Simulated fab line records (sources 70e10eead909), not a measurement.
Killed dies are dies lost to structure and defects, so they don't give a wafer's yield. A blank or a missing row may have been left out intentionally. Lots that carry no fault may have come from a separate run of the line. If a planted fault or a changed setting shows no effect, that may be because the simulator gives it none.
Matching of chambers	flow nand harc	4 sister chambers for NHARC_A_STAIRCASE_DESCUM_11 on rie diel-07
The step chemistry O2, time 3 s. 20 wafers are shown with their chamber, then 10 later ones without.

## EACH WAFER AND ITS CHAMBER
wafer	chamber	drypump motor current A (A)	showerhead plenum p Torr (Torr)	oes product au (a.u.)
L077.3	2	5.3	1.99	0.995
L077.5	3	5.2	1.89	0.990
L077.6	0	6.2	2.03	0.993
L078.1	2	5.3	1.99	0.999
L078.4	3	5.3	1.89	0.988
L078.5	1	5.0	1.96	1.003
L079.3	0	6.1	2.03	0.980
L079.4	1	5.0	1.96	1.001
L079.6	0	6.2	2.03	0.984
L083.1	0	6.1	2.03	0.984
L083.3	2	5.2	1.98	1.005
L083.4	1	5.0	1.96	1.004
L086.2	0	6.1	2.03	0.982
L086.5	3	5.2	1.88	0.985
L086.6	2	5.2	1.98	0.995
L091.2	2	5.2	1.98	1.003
L091.3	3	5.3	1.87	0.998
L091.4	1	5.0	1.95	0.999
L093.4	0	6.1	2.02	0.987
L093.5	0	6.2	2.02	0.982

SIGNATURES (averages over the wafers above)
reading	chamber 0	chamber 1	chamber 2	chamber 3	scatter within a chamber
drypump motor current A	6.143	5.000	5.240	5.250	0.0495
showerhead plenum p Torr	2.0271	1.9575	1.9840	1.8825	0.00619
oes product au	0.98457	1.00175	0.99940	0.99025	0.00435
Rule: for each reading, subtract the chamber's mean from the wafer's reading, divide by that reading's scatter and square the result; add these up over the readings and take the root, which gives the wafer's distance from the chamber. If the next closest chamber is less than 2 further off than the closest, the wafer can't be placed; otherwise it belongs to the closest. The scatter: take each reading less its chamber's mean, square it, sum over the shown wafers, divide by the number of wafers less the number of chambers, and take the root.

## WAFERS MISSING THEIR CHAMBER
wafer	drypump motor current A (A)	showerhead plenum p Torr (Torr)	oes product au (a.u.)
L093.6	5.2	1.87	0.996
L095.1	5.2	1.97	1.013
L095.3	6.2	2.02	0.990
L095.4	5.0	1.95	0.990
L096.1	5.3	1.87	0.994
L096.3	5.2	1.97	0.989
L096.5	5.2	1.97	0.996
L097.3	6.1	2.01	0.979
L097.4	5.0	1.95	0.988
L097.5	6.1	2.01	0.981

## EACH ONE'S CHAMBER
wafer	from the rows above	in truth
L093.6	3	3
L095.1	can't be placed: 2 or 1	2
L095.3	0	0
L095.4	1	1
L096.1	3	3
L096.3	can't be placed: 2 or 1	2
L096.5	2	2
L097.3	0	0
L097.4	1	1
L097.5	0	0
8 of 10 placed correctly. Cannot be placed on the basis of these rows: 2; the candidates contain the true chamber in 2. Wrongly placed: 0.
